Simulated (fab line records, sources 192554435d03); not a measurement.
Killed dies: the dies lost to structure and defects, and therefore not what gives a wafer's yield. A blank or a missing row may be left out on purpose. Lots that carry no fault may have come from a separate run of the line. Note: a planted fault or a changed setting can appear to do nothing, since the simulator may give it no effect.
A lot that was struck, set against a sound lot + flow n5Finfet + 14 steps out of a route of 1938
Sound: these wafers, L708.1, L708.2, L708.3. Struck: wafers L714.1, L714.4, L714.5. The cause is given at the end.
For every step that has rows: the tool of each side, followed by ch and its chambers, followed by its first start. Under that, the readings that differ: sound wafers + struck wafers + difference of the means + sigmas: that difference in standard deviations of wafers without a fault.
alike: same words and numbers on both sides, and readings whose means sit less than 2 such deviations apart. not compared: any withheld reading, any reading some wafer has no value for, any bound like >300 that may hide the same value, and any number with overlapping values for which the record gives no deviation.
A row with sigmas, a row that says differs or no value, or rows on one side alone: a step with any of these is where the two part. Numbers that don't overlap but have no deviation are shown without sigmas and don't part them. A reading missing from all wafers of one side parts the sides only when that side holds two or more wafers.

N5_DUMMY_GATE_ETCH_23: etches poly-Si in HBr/Cl2/O2, target depth 41 nm, time 22.3 s.
  sound on rieSi-02 ch 0,1,3, day 4 02:52; struck on rieSi-04 ch 0,2, day 5 03:46
| reading                  | sound       | struck      | difference | sigmas |
|--------------------------|-------------|-------------|------------|--------|
| drypumpMotorCurrentA (A) | 6.5 5.8 6.2 | 5.4 5.5 5.4 | -0.7       | -2     |
  alike: HBr_flow_sccm, oesProductAu, throttleValvePct
  not compared: rfHoursCounterH
N5_DUMMY_GATE_ETCH_44: etches poly-Si in HBr/O2, stops on SiO2, target depth 127.5 nm.
  sound on rieSi-02 ch 0,1,3, day 4 02:56; struck on rieSi-04 ch 0,2, day 5 03:50
| reading                  | sound       | struck      | difference | sigmas |
|--------------------------|-------------|-------------|------------|--------|
| drypumpMotorCurrentA (A) | 6.6 5.7 6.2 | 5.4 5.5 5.4 | -0.7       | -2     |
  alike: HBr_flow_sccm, oesProductAu, throttleValvePct
  not compared: rfHoursCounterH
N5_DUMMY_GATE_CD_MEAS_24: the cd target is 15 nm.
  sound: cdSem-03 at day 4 03:02; struck: cdSem-01 at day 5 03:56
  alike: cdNm
N5_DUMMY_GATE_ETCH_42: etches SiO2 in CHF3/O2, target depth 3.5 nm, time 31 s.
  sound on rieDiel-04 ch 0,2,3, day 4 03:05; struck on rieDiel-06 ch 0,1,3, day 5 03:59
  alike: drypumpMotorCurrentA, mfcArSccm, oesProductAu, rfVppV, showerheadPlenumPTorr, throttleValvePct
  not compared: rfHoursCounterH
N5_DUMMY_GATE_STRIP_48: strips in N2/H2, time 20 s.
  sound on rieDiel-04 ch 0,2,3, day 4 03:08; struck on rieDiel-06 ch 0,1,3, day 5 04:02
  alike: drypumpMotorCurrentA, oesProductAu, rfVppV, showerheadPlenumPTorr, throttleValvePct
  not compared: rfHoursCounterH
then, 5 steps without rows for these wafers: N5_DUMMY_GATE_PRECLEAN_33 (cleans in dHF, time 10 s); N5_DUMMY_GATE_PRECLEAN_25 (cleans in O3/DIW, time 45 s); N5_DUMMY_GATE_PRECLEAN_51 (cleans in SC2, time 45 s); N5_DUMMY_GATE_SRD_26 (time 30 s); N5_DUMMY_GATE_UV_OZONE_45 (time 120 s).
N5_DUMMY_GATE_INSPECT_27: inspects for defects (brightfield).
  sound: defectInspect-01 at day 4 03:19; struck: defectInspect-01 at day 5 04:13
  alike: rawDefectCount
then, 1 step without rows for these wafers: N5_SPACER0_ALD_07 (deposits SiNx, target thk 2 nm).
N5_SPACER0_ALD_00: deposits SiOCN, target thk 3.5 nm, pulse time 3 s, purge time 2 s.
  sound on aldSin-01 ch 0,1,3, day 4 03:31; struck on aldSin-04 ch 1,2, day 5 04:53
  alike: heaterPowerW, precursorPulseHeightRel, susceptorTempC
N5_SPACER0_ALD_08: deposits SiNx, target thk 2 nm.
  sound on aldSin-01 ch 0,1,3, day 4 03:46; struck on aldSin-04 ch 1,2, day 5 06:21
  alike: heaterPowerW, susceptorTempC

== WHERE THEY PART ==
First at N5_DUMMY_GATE_ETCH_23; last, within this record, at N5_DUMMY_GATE_ETCH_44. Later steps at which nothing parts them and some readings are alike: N5_DUMMY_GATE_CD_MEAS_24, N5_DUMMY_GATE_ETCH_42, N5_DUMMY_GATE_STRIP_48, N5_DUMMY_GATE_INSPECT_27, N5_SPACER0_ALD_00, N5_SPACER0_ALD_08.

WHY: whatever the simulator had introduced
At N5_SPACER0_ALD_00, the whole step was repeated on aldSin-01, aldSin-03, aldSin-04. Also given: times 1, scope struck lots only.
